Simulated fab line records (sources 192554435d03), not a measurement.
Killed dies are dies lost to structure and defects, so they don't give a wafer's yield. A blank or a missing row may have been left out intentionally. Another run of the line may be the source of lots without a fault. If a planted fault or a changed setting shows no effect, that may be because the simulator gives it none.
Split-lot study -- flow n5_finfet -- 21 wafers read across 7 lots, on a route 1938 steps long

== THE SPLIT ==
At N5_BEOL_M11_TRENCH_ETCH_37 (etches SiCOH lowk in C4F6/O2, target depth 148.83 nm, time 48 s), the setting time_s was moved away from the recipe's 48 s on 6 of the 21 wafers read, by -21.2% to +8.4%. This setting was run at the recipe's value on the other wafers.

== FROM THE SPLIT TO THE READING: what the file shows between them, 2 steps ==
- N5_BEOL_M11_ETCH_41: etches SiCN in CH3F/O2, target depth 42.6 nm, time 86 s (also split here: time_s)
- N5_BEOL_M11_STRIP_77: strips in N2/H2, time 10 s

== THE READING ==
trench_depth_nm, in nm, at N5_BEOL_M11_OCD_MEAS_38. Fault-free wafers of this fab line usually give 150.4 nm, standard deviation 2.9 nm.

wafer,"tool, chamber at the split","time_s as run, s",against the recipe,"trench_depth_nm, nm",against lot-mates on the recipe
L076.3,"rie_diel-06, 1",44.35,-7.6%,139.7,-7.4
L076.4,"rie_diel-06, 0",48,recipe,147.1,-
L076.6,"rie_diel-06, 1",44.35,-7.6%,140.6,-6.5
L075.1,"rie_diel-02, 0",48,recipe,151.2,-
L075.2,"rie_diel-02, 3",48,recipe,148.8,-
L075.5,"rie_diel-02, 2",48,recipe,146.1,-
L084.1,"rie_diel-04, 1",48,recipe,147.8,-
L084.3,"rie_diel-04, 0",37.82,-21.2%,121.3,-26.4
L084.4,"rie_diel-04, 3",48,recipe,147.5,-
L082.1,"rie_diel-02, 2",44.67,-6.9%,142.5,-7.5
L082.4,"rie_diel-02, 1",48,recipe,146.2,-
L082.6,"rie_diel-02, 2",48,recipe,153.8,-
L086.2,"rie_diel-04, 0",48,recipe,150.6,-
L086.3,"rie_diel-04, 2",48,recipe,151.7,-
L086.6,"rie_diel-04, 3",52.04,+8.4%,157.5,+6.4
L091.3,"rie_diel-04, 0",48,recipe,153.3,-
L091.4,"rie_diel-04, 2",48,recipe,154.1,-
L091.6,"rie_diel-04, 1",51.71,+7.7%,157.8,+4.1
L096.1,"rie_diel-06, 2",48,recipe,152.8,-
L096.4,"rie_diel-06, 2,1",48,recipe,153.4,-
L096.5,"rie_diel-06, 2,1",48,recipe,152.7,-
Where a row lists several chambers, the file gives one row for several wafers and doesn't say which wafer went through which chamber.

THE FIT
A straight line over all 21 wafers: trench_depth_nm changes by +1.26 nm for each +1% of time_s; r = +0.94; the points scatter about the line by 2.7 nm.
The same after taking each lot's own level away (the mean of its wafers on the recipe; 21 wafers): +1.06 nm for each +1%; r = +0.95; scatter 2.1 nm.
That fit puts the effect of the largest move of time_s on the reading at 23 nm.
The lots' own levels span 147.10 to 153.70 nm, that is 2.3 times the standard deviation above.
Hence the slope depends on the lot-to-lot level, as the two fits are not the same.
Check: with one of the wafers moved furthest among these (-21.2%) left out of the fit, the line predicts -17.7 nm for it against its lot-mates. Against them it came out at -26.4 nm.

== FURTHER SPLITS ON THESE WAFERS ==
Other splits were also applied to these wafers ahead of the reading. Each is held against what the fit with the lots' levels taken away leaves over:
other split on the same wafers,wafers away from the commonest value,r with trench_depth_nm (lot level and that fit taken away)
N5_BEOL_M9_ILD_DEP_00 time_s,6,-0.20
N5_BEOL_M10_COAT_64 spin_rpm,7,-0.05
N5_BEOL_M10_COAT_22 spin_rpm,6,-0.11
N5_BEOL_M11_ETCH_41 time_s,9,-0.33

== THE WHOLE CHAIN: every reading that the file lists as answering this split, in the file's order ==
step,what it does,reading,change (the file's fit),r (the file's)
N5_BEOL_M11_TRENCH_ETCH_37,"etches SiCOH lowk in C4F6/O2, target depth 148.83 nm, time 48 s","BEOL_M11.feature_depth_nm (the simulator's own value, which no gauge read)",+1.11 nm for each +1% of the setting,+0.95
N5_BEOL_M11_TRENCH_ETCH_37,"etches SiCOH lowk in C4F6/O2, target depth 148.83 nm, time 48 s","etch.depth_nm (the simulator's own value, which no gauge read)",+1.11 nm for each +1% of the setting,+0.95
N5_BEOL_M11_OCD_MEAS_38,,trench_depth_nm,+1.09 nm for each +1% of the setting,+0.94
N5_BEOL_M11_CMP_52,"polishes, stops on SiCOH lowk, t overpolish 7 s, target thk 140 nm","Cu_of_BEOL_M11_ECD_50.thk_nm (the simulator's own value, which no gauge read)",+1.09 nm for each +1% of the setting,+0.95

== THE FILE'S OWN FIT ==
trench_depth_nm changes by +1.09 nm for each +1% of time_s, r = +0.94.
